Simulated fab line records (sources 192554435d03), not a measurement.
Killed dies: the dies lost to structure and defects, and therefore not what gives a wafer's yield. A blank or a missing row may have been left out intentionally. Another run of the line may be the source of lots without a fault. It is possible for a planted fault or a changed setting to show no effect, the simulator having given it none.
fab line records | flow n5-finfet | part 1 of 2: steps 1 to 17 of 26
record: lots: 5 | wafers: 15 | last-day: 15
route steps=1938 shown FIN_CUT@174 STI_FIN_REVEAL@183
lots that met no fault: taken from a fault-free run of the same line
start-h: start of the lot's first displayed wafer, in hours after the record's first day | wait-h: time in hours since the lot's previous step | " the same as in the row above | L1.1+2: a row that stands for several wafers | - no value, or no start was given | * or withheld: withheld | < > ~ a bound
route shown NAME@n: NAME is a module with steps in the file, n the number in the route of the first one | usual: mean/standard deviation of fault-free wafers | same: alike in all rows | chamber/n: place in a boat | sites: readings site by site | _std_site: the values' standard deviation | _edge_site: inner sites' mean taken away from outer sites' mean | radius-mm: for every site, how far away it sits from the centre of the wafer | mask NAME#n: copy n | behind: tool/chamber where the wafer was last shaped | hold: reason for holding the lot/hours on hold/outcome of the hold | device: the transistor (n, p or np) that didn't switch | end of line: the tests these same wafers got at the end of their route | step lacking rows: just its recipe | killed: dies lost to structure and defects at the first sort, not the wafer's yield | map: a wafer's dies, x killed, . not, _ none there
set.NAME: the setting as run; set.NAME@STEP: as run at that earlier step | model.NAME: the simulator's own value behind a step, which no gauge read
lots seen at some steps along the route; tables by step, rows by wafer
services: a tool's chamber out of use, with start hour (start-h, from the record's first day; less than 0 if before it), hours out, and reason
== steps ==
step: N5_FIN_CUT_CUT_ETCH_27
recipe: chemistry: CHF3/O2 | target: SiO2 | target-depth-a: 40 | mask-material: SOC | overetch-a: 20 | time-s: 4.9 | pressure-mtorr: 30 | source-w: 650 | bias-w: 170 | Ar_flow_sccm: 200 | CHF3_flow_sccm: 50 | O2_flow_sccm: 5 | ion-energy-ev: 200
usual: O2_flow_sccm: 5.002/0.014 | drypump-motor-current-A: 5.6/0.53 | oes_o_777_au: 0.79/0.08 | oes-product-au: 0.62/0.062 | rf-vpp-V: 515/10 | showerhead-plenum-p-Torr: 2.40/0.1 | throttle-valve-pct: 18.91/0.22
lot.wafer | tool        | chamber | start-h | wait-h | O2_flow_sccm | drypump-motor-current-A | oes_o_777_au | oes-product-au | rf-hours-counter-h | rf-vpp-V | showerhead-plenum-p-Torr | throttle-valve-pct
L077.1    | rie-diel-02 | 1       | 46.10   | 0.0    | 5.008        | 5.5                     | 0.73         | 0.57           | 190                | 503      | 2.40                     | 19.23
L077.2    | "           | 2       | "       | "      | 4.969        | 5.7                     | 0.92         | 0.71           | 34                 | 505      | 2.34                     | 18.67
L077.4    | "           | 3       | "       | "      | 4.996        | 6.0                     | 0.69         | 0.56           | 216                | 533      | 2.51                     | 19.01
L080.2    | rie-diel-06 | 3       | 63.18   | 0.0    | 5.034        | 4.8                     | 0.87         | 0.68           | 54                 | 515      | 2.42                     | 18.72
L080.5    | "           | 2       | "       | "      | 5.009        | 4.7                     | 0.70         | 0.58           | -                  | 511      | 2.41                     | 19.17
L080.6    | "           | 3       | "       | "      | 4.991        | 4.7                     | 0.87         | 0.68           | -                  | 516      | 2.42                     | 18.72
L082.2    | rie-diel-02 | 1       | 75.63   | 0.0    | 4.986        | 5.5                     | 0.71         | 0.57           | 199                | 502      | 2.39                     | 19.27
L082.5    | "           | 0       | "       | "      | 5.015        | 5.7                     | 0.78         | 0.61           | -                  | 524      | 2.25                     | 19.12
L082.6    | "           | 1       | "       | "      | 4.978        | 5.5                     | 0.72         | 0.57           | -                  | 500      | 2.39                     | 19.25
L083.2    | rie-diel-03 | 0       | 81.66   | 0.0    | 4.998        | 5.9                     | 0.74         | 0.56           | 184                | 510      | 2.50                     | 18.75
L083.3    | "           | 3       | "       | "      | 5.018        | 6.5                     | 0.72         | 0.57           | 203                | 502      | 2.27                     | 18.77
L083.6    | "           | 3       | "       | "      | 5.012        | 6.4                     | 0.72         | 0.57           | -                  | 501      | 2.27                     | 18.75
L088.2    | rie-diel-03 | 1       | 110.95  | 0.0    | 5.023        | 5.0                     | 0.92         | 0.75           | 6                  | 510      | 2.57                     | 18.50
L088.3    | "           | 0       | "       | "      | 4.987        | 6.0                     | 0.73         | 0.56           | 194                | 510      | 2.50                     | 18.77
L088.4    | "           | 2       | "       | "      | 4.994        | 5.3                     | 0.88         | 0.71           | 22                 | 523      | 2.37                     | 18.91
step: N5_FIN_CUT_PRECLEAN_35
recipe: time-s: 13.3 | temp-c: 45 | pressure-torr: 125 | p-hf-torr: 3 | p-coreactant-torr: 25 | chemistry: vHF
usual: drypump-motor-current-A: 5.7/0.32 | temp-c: 45.01/0.12
lot.wafer | tool          | chamber | start-h | wait-h | drypump-motor-current-A | temp-c
L077.1    | vapor-etch-01 | 0       | 46.17   | 0.0    | 6.1                     | 45.22
L077.2    | "             | 1       | "       | "      | 5.3                     | 45.02
L077.4    | "             | 0       | "       | "      | 6.1                     | 45.20
L080.2    | vapor-etch-02 | 1       | 63.24   | 0.0    | 5.5                     | 44.94
L080.5    | "             | 1       | "       | "      | 5.5                     | 45.03
L080.6    | "             | 0       | "       | "      | 6.0                     | 44.86
L082.2    | vapor-etch-02 | 1       | 75.70   | 0.0    | 5.5                     | 45.05
L082.5    | "             | 1       | "       | "      | 5.5                     | 45.30
L082.6    | "             | 0       | "       | "      | 6.0                     | 44.88
L083.2    | vapor-etch-02 | 0       | 81.72   | 0.0    | 6.0                     | 45.02
L083.3    | "             | 1       | "       | "      | 5.5                     | 45.14
L083.6    | "             | 0       | "       | "      | 6.0                     | 44.98
L088.2    | vapor-etch-01 | 0       | 111.02  | 0.0    | 6.1                     | 45.05
L088.3    | "             | 1       | "       | "      | 5.3                     | 45.22
L088.4    | "             | 0       | "       | "      | 6.1                     | 44.93
step: N5_FIN_CUT_CUT_ETCH_15
recipe: chemistry: HBr/Cl2/O2 | target: Si | target-depth-a: 1000 | bt-time-s: 10 | mask-material: SOC | time-s: 42.4 | ion-energy-ev: * | bias-w: * | pressure-mtorr: 10 | icp-w: 800 | HBr_flow_sccm: 150 | Cl2_flow_sccm: 80 | O2_flow_sccm: 12
usual: O2_flow_sccm: 12.00/0.037 | drypump-motor-current-A: 5.7/0.44 | oes_o_777_au: 1.00/0.063 | oes-product-au: 0.999/0.019 | throttle-valve-pct: 37.3/0.45
same: bt-time-s: 10
lot.wafer | tool      | chamber | start-h | wait-h | O2_flow_sccm | drypump-motor-current-A | oes_o_777_au | oes-product-au | rf-hours-counter-h | throttle-valve-pct
L077.1    | rie-si-02 | 1       | 46.25   | 0.1    | 12.02        | 5.2                     | 1.04         | 0.974          | 84                 | 37.3
L077.2    | "         | 2       | "       | "      | 12.05        | 6.3                     | 0.99         | 0.992          | 34                 | 37.8
L077.4    | "         | 1       | "       | "      | 12.06        | 5.2                     | 1.03         | 0.979          | -                  | 37.3
L080.2    | rie-si-02 | 1       | 63.33   | 0.1    | 11.93        | 5.2                     | 1.03         | 0.983          | 84                 | 37.3
L080.5    | "         | 0       | "       | "      | 12.06        | 6.1                     | 1.00         | 1.022          | -                  | 37.6
L080.6    | "         | 1       | "       | "      | 11.96        | 5.2                     | 1.04         | 0.981          | -                  | 37.3
L082.2    | rie-si-02 | 1       | 75.78   | 0.1    | 12.03        | 5.3                     | 1.04         | 0.977          | 85                 | 37.3
L082.5    | "         | 1       | "       | "      | 12.03        | 5.2                     | 1.04         | 0.976          | -                  | 37.4
L082.6    | "         | 0       | "       | "      | 11.98        | 6.2                     | 1.01         | 1.026          | -                  | 37.6
L083.2    | rie-si-06 | 3       | 81.81   | 0.1    | 11.98        | 5.0                     | 1.02         | 1.031          | 85                 | 37.7
L083.3    | "         | 1       | "       | "      | 12.02        | 6.1                     | 1.12         | 1.001          | 71                 | 37.9
L083.6    | "         | 0       | "       | "      | 12.01        | 6.2                     | 0.93         | 0.987          | -                  | 37.4
L088.2    | rie-si-02 | 3       | 111.10  | 0.1    | 11.95        | 5.8                     | 0.86         | 0.969          | 45                 | 36.4
L088.3    | "         | 2       | "       | "      | 12.05        | 6.4                     | 1.00         | 0.991          | 35                 | 37.8
L088.4    | "         | 0       | "       | "      | 12.01        | 6.1                     | 1.00         | 1.020          | 192                | 37.6
step: N5_FIN_CUT_CUT_ETCH_28
recipe: chemistry: HBr/Cl2/O2 | target: Si | target-depth-a: 60 | mask-material: SOC | time-s: 2.4 | ion-energy-ev: * | bias-w: * | pressure-mtorr: 10 | icp-w: 800 | HBr_flow_sccm: 150 | Cl2_flow_sccm: 80 | O2_flow_sccm: 12
usual: O2_flow_sccm: 12.00/0.036 | drypump-motor-current-A: 5.7/0.44 | oes_o_777_au: 1.00/0.064 | oes-product-au: 0.999/0.019 | throttle-valve-pct: 37.3/0.46
lot.wafer | tool      | chamber | start-h | wait-h | O2_flow_sccm | drypump-motor-current-A | oes_o_777_au | oes-product-au | rf-hours-counter-h | throttle-valve-pct
L077.1    | rie-si-02 | 1       | 46.31   | 0.0    | 12.01        | 5.2                     | 1.03         | 0.985          | 84                 | 37.3
L077.2    | "         | 2       | "       | "      | 11.98        | 6.4                     | 1.00         | 0.996          | 34                 | 37.8
L077.4    | "         | 1       | "       | "      | 11.96        | 5.2                     | 1.03         | 0.979          | -                  | 37.3
L080.2    | rie-si-02 | 1       | 63.38   | 0.0    | 11.98        | 5.3                     | 1.03         | 0.986          | 85                 | 37.3
L080.5    | "         | 0       | "       | "      | 12.02        | 6.2                     | 0.99         | 1.021          | -                  | 37.6
L080.6    | "         | 1       | "       | "      | 11.95        | 5.3                     | 1.03         | 0.986          | -                  | 37.3
L082.2    | rie-si-02 | 1       | 75.84   | 0.0    | 12.04        | 5.2                     | 1.03         | 0.972          | 85                 | 37.3
L082.5    | "         | 1       | "       | "      | 12.02        | 5.2                     | 1.04         | 0.984          | -                  | 37.3
L082.6    | "         | 0       | "       | "      | 12.00        | 6.1                     | 0.99         | 1.022          | -                  | 37.6
L083.2    | rie-si-06 | 3       | 81.86   | 0.0    | 12.01        | 4.9                     | 1.02         | 1.030          | 85                 | 37.7
L083.3    | "         | 1       | "       | "      | 12.02        | 6.1                     | 1.12         | 1.003          | 71                 | 37.9
L083.6    | "         | 0       | "       | "      | 11.99        | 6.2                     | 0.92         | 0.986          | -                  | 37.3
L088.2    | rie-si-02 | 3       | 111.16  | 0.0    | 11.98        | 5.8                     | 0.87         | 0.977          | 45                 | 36.4
L088.3    | "         | 2       | "       | "      | 12.05        | 6.4                     | 1.00         | 0.980          | 35                 | 37.8
L088.4    | "         | 0       | "       | "      | 11.93        | 6.1                     | 1.01         | 1.021          | 192                | 37.7
step: N5_FIN_CUT_STRIP_22
recipe: chemistry: N2/H2 | power-w: 500 | temp-c: 40 | pressure-mtorr: 50 | rf-frequency-hz: 6e+07 | overash-fraction: 0.3 | bias-power-w: 8 | h2-frac: 0.5 | n2-flow-sccm: 300 | h2-flow-sccm: 300
usual: drypump-motor-current-A: 5.5/0.58 | oes-product-au: 0.78/0.084 | rf-vpp-V: 53.8/2.4 | showerhead-plenum-p-Torr: 3.34/0.12 | temp-c: 40.00/0.094 | throttle-valve-pct: 18.9/0.42
lot.wafer | tool        | chamber | start-h | wait-h | drypump-motor-current-A | oes-product-au | rf-hours-counter-h | rf-vpp-V | showerhead-plenum-p-Torr | temp-c | throttle-valve-pct
L077.1    | rie-diel-03 | 1       | 46.37   | 0.0    | 5.1                     | 0.68           | 246                | 52.9     | 3.19                     | 39.88  | 19.1
L077.2    | "           | 2       | "       | "      | 5.3                     | 0.99           | 3                  | 52.4     | 3.30                     | 40.09  | 18.6
L077.4    | "           | 3       | "       | "      | 6.5                     | 0.73           | 194                | 49.2     | 3.20                     | 39.96  | 18.4
L080.2    | rie-diel-02 | 3       | 63.45   | 0.0    | 6.0                     | 0.71           | 221                | 52.5     | 3.47                     | 39.83  | 18.7
L080.5    | "           | 2       | "       | "      | 5.7                     | 0.89           | -                  | 54.7     | 3.26                     | 40.01  | 19.0
L080.6    | "           | 3       | "       | "      | 6.0                     | 0.70           | -                  | 51.6     | 3.48                     | 39.73  | 18.7
L082.2    | rie-diel-06 | 1       | 75.90   | 0.0    | 5.4                     | 0.83           | 64                 | 57.0     | 3.51                     | 40.07  | 18.2
L082.5    | "           | 3       | "       | "      | 4.8                     | 0.90           | -                  | 52.0     | 3.39                     | 39.88  | 18.7
L082.6    | "           | 2       | "       | "      | 4.8                     | 0.71           | -                  | 54.7     | 3.33                     | 40.11  | 19.3
L083.2    | rie-diel-06 | 0       | 82.01   | 0.1    | 6.3                     | 0.73           | 191                | 53.1     | 3.22                     | 40.18  | 19.4
L083.3    | "           | 3       | "       | "      | 4.7                     | 0.89           | 59                 | 51.2     | 3.39                     | 39.78  | 18.7
L083.6    | "           | 1       | "       | "      | 5.4                     | 0.84           | -                  | 52.0     | 3.51                     | 39.94  | 18.2
L088.2    | rie-diel-06 | 3       | 111.22  | 0.0    | 4.7                     | 0.88           | 70                 | 57.0     | 3.39                     | 40.01  | 18.7
L088.3    | "           | 2       | "       | "      | 4.8                     | 0.70           | 205                | 54.4     | 3.33                     | 39.85  | 19.3
L088.4    | "           | 0       | "       | "      | 6.3                     | 0.73           | 201                | 53.1     | 3.22                     | 40.00  | 19.5
step: N5_FIN_CUT_PRECLEAN_36
recipe: chemistry: O3/DIW | time-s: 60 | temp-c: 22 | o3-ppm: 10
usual: temp-c: 22.00/0.11
lot.wafer | tool         | chamber | start-h | wait-h | temp-c
L077.1    | wet-bench-01 | 4       | 46.44   | -      | 22.04
L077.2    | "            | 2       | "       | "      | 22.03
L077.4    | "            | 3       | "       | "      | 21.84
L080.2    | wet-bench-03 | 3       | 63.52   | -      | 21.93
L080.5    | "            | 5       | "       | "      | 22.06
L080.6    | "            | 7       | "       | "      | 22.16
L082.2    | wet-bench-01 | 1       | 75.97   | -      | 22.03
L082.5    | "            | 3       | "       | "      | 22.08
L082.6    | "            | 4       | "       | "      | 22.05
L083.2    | wet-bench-03 | 0       | 82.07   | -      | 21.96
L083.3    | "            | 3       | "       | "      | 21.97
L083.6    | "            | 2       | "       | "      | 21.96
L088.2    | wet-bench-03 | 6       | 111.29  | -      | 22.05
L088.3    | "            | 5       | "       | "      | 21.98
L088.4    | "            | 4       | "       | "      | 21.97
step: N5_FIN_CUT_SRD_32
recipe: dry: ipa-marangoni | time-s: 30 | temp-c: 23 | rinse-liquid: diw
usual: temp-c: 22.99/0.1
lot.wafer | tool         | chamber | start-h | wait-h | temp-c
L077.1    | wet-bench-01 | 4       | 46.46   | 0.0    | 23.03
L077.2    | "            | 2       | "       | "      | 22.95
L077.4    | "            | 3       | "       | "      | 22.95
L080.2    | wet-bench-03 | 3       | 63.54   | 0.0    | 23.10
L080.5    | "            | 5       | "       | "      | 23.11
L080.6    | "            | 7       | "       | "      | 23.04
L082.2    | wet-bench-01 | 1       | 75.99   | 0.0    | 23.20
L082.5    | "            | 3       | "       | "      | 23.07
L082.6    | "            | 4       | "       | "      | 22.87
L083.2    | wet-bench-03 | 0       | 82.09   | 0.0    | 23.03
L083.3    | "            | 3       | "       | "      | 22.94
L083.6    | "            | 2       | "       | "      | 23.02
L088.2    | wet-bench-03 | 6       | 111.31  | 0.0    | 23.06
L088.3    | "            | 5       | "       | "      | 22.94
L088.4    | "            | 4       | "       | "      | 22.88
step: N5_FIN_CUT_UV_OZONE_34
recipe: time-s: 120 | pressure-torr: 760 | temp-c: 25
usual: temp-c: 25.00/0.1
lot.wafer | tool         | chamber | start-h | wait-h | temp-c
L077.1    | wet-bench-01 | 4       | 46.48   | 0.0    | 25.09
L077.2    | "            | 2       | "       | "      | 25.00
L077.4    | "            | 3       | "       | "      | 25.07
L080.2    | wet-bench-03 | 3       | 63.55   | 0.0    | 25.09
L080.5    | "            | 5       | "       | "      | 24.94
L080.6    | "            | 7       | "       | "      | 24.97
L082.2    | wet-bench-01 | 1       | 76.01   | 0.0    | 25.14
L082.5    | "            | 3       | "       | "      | 25.06
L082.6    | "            | 4       | "       | "      | 24.86
L083.2    | wet-bench-03 | 0       | 82.11   | 0.0    | 25.22
L083.3    | "            | 3       | "       | "      | 24.96
L083.6    | "            | 2       | "       | "      | 25.04
L088.2    | wet-bench-03 | 6       | 111.33  | 0.0    | 24.94
L088.3    | "            | 5       | "       | "      | 25.14
L088.4    | "            | 4       | "       | "      | 24.73
step: N5_FIN_CUT_INSPECT_17
recipe: inspect-instrument: brightfield | mode: aei
usual: raw-defect-count: 244/65
lot.wafer | tool              | chamber | start-h | wait-h | raw-defect-count
L077.1    | defect-inspect-02 | -       | 46.53   | 0.0    | 281
L077.2    | "                 | -       | "       | "      | 233
L077.4    | "                 | -       | "       | "      | 318
L080.2    | defect-inspect-02 | -       | 63.61   | 0.0    | 191
L080.5    | "                 | -       | "       | "      | 261
L080.6    | "                 | -       | "       | "      | 320
L082.2    | defect-inspect-01 | -       | 76.07   | 0.0    | 173
L082.5    | "                 | -       | "       | "      | 167
L082.6    | "                 | -       | "       | "      | 173
L083.2    | defect-inspect-02 | -       | 82.17   | 0.0    | 185
L083.3    | "                 | -       | "       | "      | 129
L083.6    | "                 | -       | "       | "      | 166
L088.2    | defect-inspect-01 | -       | 111.38  | 0.0    | 226
L088.3    | "                 | -       | "       | "      | 223
L088.4    | "                 | -       | "       | "      | 176
step: N5_STI_FIN_REVEAL_ALD_00
recipe: material: SiO2 | target-thk-a: 10 | temp-c: 300 | ald-precursor-family: BDEAS | ald-co-reactant: O2-plasma | pulse-time-s: 1 | pressure-torr: 2
usual: heater-power-w: 468/40 | precursor-pulse-height-rel: 1.001/0.019
same: pulse-time-s: 1
lot.wafer | tool       | chamber | start-h | wait-h | heater-power-w | precursor-pulse-height-rel
L077.1    | ald-sin-03 | 3       | 46.57   | 0.0    | 411            | 0.986
L077.2    | "          | 1       | "       | "      | 602            | 0.982
L077.4    | "          | 2       | "       | "      | 473            | 0.992
L080.2    | ald-sin-01 | 0       | 63.65   | 0.0    | 464            | 1.023
L080.5    | "          | 0       | "       | "      | 463            | 0.958
L080.6    | "          | 1       | "       | "      | 407            | 0.984
L082.2    | ald-sin-01 | 0       | 76.10   | 0.0    | 468            | 1.035
L082.5    | "          | 0       | "       | "      | 466            | 0.985
L082.6    | "          | 3       | "       | "      | 506            | 1.026
L083.2    | ald-sin-01 | 2       | 82.20   | 0.0    | 461            | 0.995
L083.3    | "          | 1       | "       | "      | 406            | 1.007
L083.6    | "          | 3       | "       | "      | 511            | 1.008
L088.2    | ald-sin-02 | 1       | 111.42  | 0.0    | 451            | 1.021
L088.3    | "          | 3       | "       | "      | 457            | 0.989
L088.4    | "          | 2       | "       | "      | 470            | 0.992
step: N5_STI_FIN_REVEAL_ALD_14
recipe: material: Si3N4 | target-thk-a: 30 | temp-c: 400 | ald-precursor-family: SiH2I2 | ald-co-reactant: N2/H2-plasma | pressure-torr: 2
usual: heater-power-w: 835/74
lot.wafer | tool       | chamber | start-h | wait-h | heater-power-w
L077.1    | ald-sin-03 | 3       | 46.62   | 0.0    | 737
L077.2    | "          | 1       | "       | "      | 1039
L077.4    | "          | 2       | "       | "      | 861
L080.2    | ald-sin-01 | 0       | 63.70   | 0.0    | 833
L080.5    | "          | 0       | "       | "      | 845
L080.6    | "          | 1       | "       | "      | 707
L082.2    | ald-sin-01 | 0       | 76.15   | 0.0    | 843
L082.5    | "          | 0       | "       | "      | 823
L082.6    | "          | 3       | "       | "      | 922
L083.2    | ald-sin-01 | 2       | 82.25   | 0.0    | 823
L083.3    | "          | 1       | "       | "      | 727
L083.6    | "          | 3       | "       | "      | 915
L088.2    | ald-sin-02 | 1       | 111.47  | 0.0    | 803
L088.3    | "          | 3       | "       | "      | 856
L088.4    | "          | 2       | "       | "      | 843
step: N5_STI_FIN_REVEAL_FCVD_FILL_01
recipe: material: SiO2_flowable | target-thk-a: 3120 | temp-c: 100 | pressure-torr: 0.8 | rf-w: 2000 | time-s: 512.2
lot.wafer  | tool    | chamber | start-h | wait-h
L077.1+2+4 | fcvd-02 | 0,1,1   | 46.86   | 0.1
L080.2+5+6 | fcvd-02 | 0,0,1   | 63.94   | 0.1
L082.2+5+6 | fcvd-01 | 1,0,1   | 76.39   | 0.1
L083.2+3+6 | fcvd-01 | 1       | 82.49   | 0.1
L088.2+3+4 | fcvd-02 | 1,1,0   | 111.71  | 0.1
step: N5_STI_FIN_REVEAL_DENSIFY_02
recipe: temp-c: 650 | ambient: steam | time-s: 1800 | idle-temp-c: 400 | densification-p-h2o-torr: 640
usual: zone-power-bottom-pct: 15.1/0.38
lot.wafer | tool       | chamber | start-h | wait-h | zone-power-bottom-pct
L077.1    | furnace-03 | 0       | 47.49   | 0.4    | 14.6
L077.2    | "          | 0       | "       | "      | 14.6
L077.4    | "          | 0       | "       | "      | 14.8
L080.2    | furnace-03 | 0       | 64.57   | 0.4    | 14.8
L080.5    | "          | 0       | "       | "      | 14.4
L080.6    | "          | 0       | "       | "      | 14.8
L082.2    | furnace-01 | 0       | 77.02   | 0.4    | 15.4
L082.5    | "          | 0       | "       | "      | 15.1
L082.6    | "          | 0       | "       | "      | 15.5
L083.2    | furnace-03 | 0       | 83.13   | 0.4    | 14.5
L083.3    | "          | 0       | "       | "      | 14.7
L083.6    | "          | 0       | "       | "      | 14.5
L088.2    | furnace-02 | 0       | 112.34  | 0.4    | 15.5
L088.3    | "          | 0       | "       | "      | 15.4
L088.4    | "          | 0       | "       | "      | 15.7
step: N5_STI_FIN_REVEAL_CMP_04
recipe: stop-on: Si3N4 | t-overpolish-s: 4 | down-force-psi: 2 | platen-rpm: 54.18 | post-cmp-clean: alkaline-brush | pad-velocity-m-s: 1.078 | target-thk-nm: 131.83
usual: motor-current-A: 7.9/0.97 | overpolish-run-s: 4.001/0.0095 | slurry-filter-dp-kPa: 13.51/0.13 | time-to-endpoint-s: 104/7.5
lot.wafer | tool   | chamber | start-h | wait-h | motor-current-A | overpolish-run-s | slurry-filter-dp-kPa | time-to-endpoint-s
L077.4    | cmp-04 | 0       | 51.66   | 0.0    | 8.4             | 4.008            | 13.48                | 100
L077.2    | "      | 2       | "       | "      | 9.0             | 3.992            | 13.42                | 95
L077.1    | "      | 3       | "       | "      | 9.0             | 4.000            | 13.46                | 92
L080.2    | cmp-04 | 3       | 68.85   | 0.1    | 9.0             | 4.003            | 13.47                | 94
L080.5    | "      | 0       | "       | "      | 8.4             | 3.998            | 13.64                | 104
L080.6    | "      | 1       | "       | "      | 6.8             | 3.999            | 13.43                | 106
L082.2    | cmp-04 | 2       | 81.37   | 0.2    | 9.3             | 4.007            | 13.51                | 100
L082.6    | "      | 2       | "       | "      | 9.1             | 4.009            | 13.84                | 98
L082.5    | "      | 3       | "       | "      | 8.5             | 4.013            | 13.42                | 93
L083.2    | cmp-04 | 1       | 87.29   | 0.0    | 6.8             | 4.014            | 13.45                | 105
L083.3    | "      | 2       | "       | "      | 9.7             | 3.991            | 13.56                | 96
L083.6    | "      | 1       | "       | "      | 7.0             | 3.990            | 13.49                | 107
L088.2    | cmp-02 | 3       | 116.51  | 0.0    | 6.6             | 3.999            | 13.43                | 117
L088.3    | "      | 0       | "       | "      | 6.9             | 3.998            | 13.47                | 112
L088.4    | "      | 1       | "       | "      | 8.9             | 4.005            | 13.61                | 117
step: N5_STI_FIN_REVEAL_THK_MEAS_05
usual: thk-nm: 131.9/1.7
lot.wafer | tool          | chamber | start-h | wait-h | thk-nm
L077.1    | film-metro-02 | -       | 51.95   | -      | 128.5
L077.2    | "             | -       | "       | "      | 131.4
L077.4    | "             | -       | "       | "      | 131.9
L080.2    | film-metro-01 | -       | 69.03   | -      | 129.3
L080.5    | "             | -       | "       | "      | 131.6
L080.6    | "             | -       | "       | "      | 133.7
L082.2    | film-metro-02 | -       | 81.66   | -      | 130.7
L082.5    | "             | -       | "       | "      | 129.6
L082.6    | "             | -       | "       | "      | 131.9
L083.2    | film-metro-02 | -       | 87.59   | -      | 132.2
L083.3    | "             | -       | "       | "      | 130.0
L083.6    | "             | -       | "       | "      | 131.6
L088.2    | film-metro-02 | -       | 116.80  | -      | 133.8
L088.3    | "             | -       | "       | "      | 133.8
L088.4    | "             | -       | "       | "      | 133.9
step: N5_STI_FIN_REVEAL_DENSIFY_30
recipe: temp-c: * | time-s: * | ambient: N2 | idle-temp-c: 600 | ramp-up-c-per-s: 150 | ramp-down-c-per-s: 60 | cool-to-c: 600
usual: lamp-power-pct: 11.53/0.056 | wafer_temp_C_max: *
lot.wafer | tool          | chamber | start-h | wait-h | lamp-power-pct | wafer_temp_C_max
L077.1    | rtp-anneal-01 | 0       | 52.11   | 0.2    | 11.53          | *
L077.2    | "             | 0       | "       | "      | 11.58          | *
L077.4    | "             | 0       | "       | "      | 11.53          | *
L080.2    | rtp-anneal-01 | 0       | 69.29   | 0.3    | 11.56          | *
L080.5    | "             | 0       | "       | "      | 11.51          | *
L080.6    | "             | 0       | "       | "      | 11.52          | *
L082.2    | rtp-anneal-01 | 0       | 81.95   | 0.3    | 11.53          | *
L082.5    | "             | 0       | "       | "      | 11.52          | *
L082.6    | "             | 0       | "       | "      | 11.55          | *
L083.2    | rtp-anneal-02 | 0       | 87.64   | 0.1    | 11.68          | *
L083.3    | "             | 0       | "       | "      | 11.66          | *
L083.6    | "             | 0       | "       | "      | 11.57          | *
L088.2    | rtp-anneal-01 | 0       | 117.04  | 0.2    | 11.60          | *
L088.3    | "             | 0       | "       | "      | 11.54          | *
L088.4    | "             | 0       | "       | "      | 11.47          | *
step: N5_STI_FIN_REVEAL_ETCHBACK_08
recipe: chemistry: C4F6/O2 | target: SiO2 | target-depth-a: 305 | time-s: 10.167 | ion-energy-ev: 250 | pressure-mtorr: 30 | source-w: 345 | bias-w: 185 | Ar_flow_sccm: 300 | C4F6_flow_sccm: 10 | O2_flow_sccm: 10
usual: O2_flow_sccm: 10.00/0.03 | drypump-motor-current-A: 5.7/0.47 | oes_o_777_au: 0.81/0.088 | oes-product-au: 0.82/0.093 | rf-vpp-V: 662/23 | showerhead-plenum-p-Torr: 2.86/0.08 | throttle-valve-pct: 21.33/0.24
lot.wafer | tool        | chamber | start-h | wait-h | O2_flow_sccm | drypump-motor-current-A | oes_o_777_au | oes-product-au | rf-hours-counter-h | rf-vpp-V | showerhead-plenum-p-Torr | throttle-valve-pct
L077.1    | rie-diel-01 | 2       | 52.32   | 0.2    | 10.00        | 5.3                     | 0.80         | 0.80           | 92                 | 627      | 3.02                     | 21.39
L077.2    | "           | 1       | "       | "      | 10.03        | 5.8                     | 0.73         | 0.71           | 181                | 675      | 2.83                     | 21.72
L077.4    | "           | 3       | "       | "      | 9.97         | 6.0                     | 0.78         | 0.86           | 52                 | 683      | 2.93                     | 21.44
L080.2    | rie-diel-01 | 3       | 69.70   | 0.3    | 10.01        | 6.0                     | 0.79         | 0.84           | 58                 | 683      | 2.93                     | 21.47
L080.5    | "           | 3       | "       | "      | 10.01        | 6.0                     | 0.78         | 0.85           | -                  | 683      | 2.93                     | 21.47
L080.6    | "           | 0       | "       | "      | 9.98         | 6.3                     | 0.83         | 0.82           | -                  | 683      | 2.91                     | 21.30
L082.2    | rie-diel-01 | 3       | 82.18   | 0.2    | 9.99         | 6.0                     | 0.78         | 0.84           | 62                 | 685      | 2.92                     | 21.46
L082.5    | "           | 2       | "       | "      | 10.02        | 5.3                     | 0.78         | 0.79           | -                  | 626      | 3.02                     | 21.41
L082.6    | "           | 1       | "       | "      | 10.03        | 5.7                     | 0.72         | 0.70           | -                  | 676      | 2.82                     | 21.75
L083.2    | rie-diel-05 | 1       | 87.95   | 0.3    | 9.96         | 5.8                     | 0.91         | 0.94           | 15                 | 687      | 2.79                     | 21.08
L083.3    | "           | 3       | "       | "      | 10.02        | 5.0                     | 0.66         | 0.68           | 247                | 661      | 2.83                     | 21.54
L083.6    | "           | 3       | "       | "      | 10.01        | 5.0                     | 0.66         | 0.67           | -                  | 661      | 2.83                     | 21.54
L088.2    | rie-diel-05 | 3       | 117.22  | 0.2    | 10.00        | 5.0                     | 0.97         | 1.02           | 0                  | 661      | 2.83                     | 21.17
L088.3    | "           | 0       | "       | "      | 10.04        | 5.1                     | 0.87         | 0.89           | 40                 | 666      | 2.82                     | 21.22
L088.4    | "           | 2       | "       | "      | 9.98         | 6.8                     | 0.70         | 0.71           | 161                | 651      | 2.81                     | 21.47
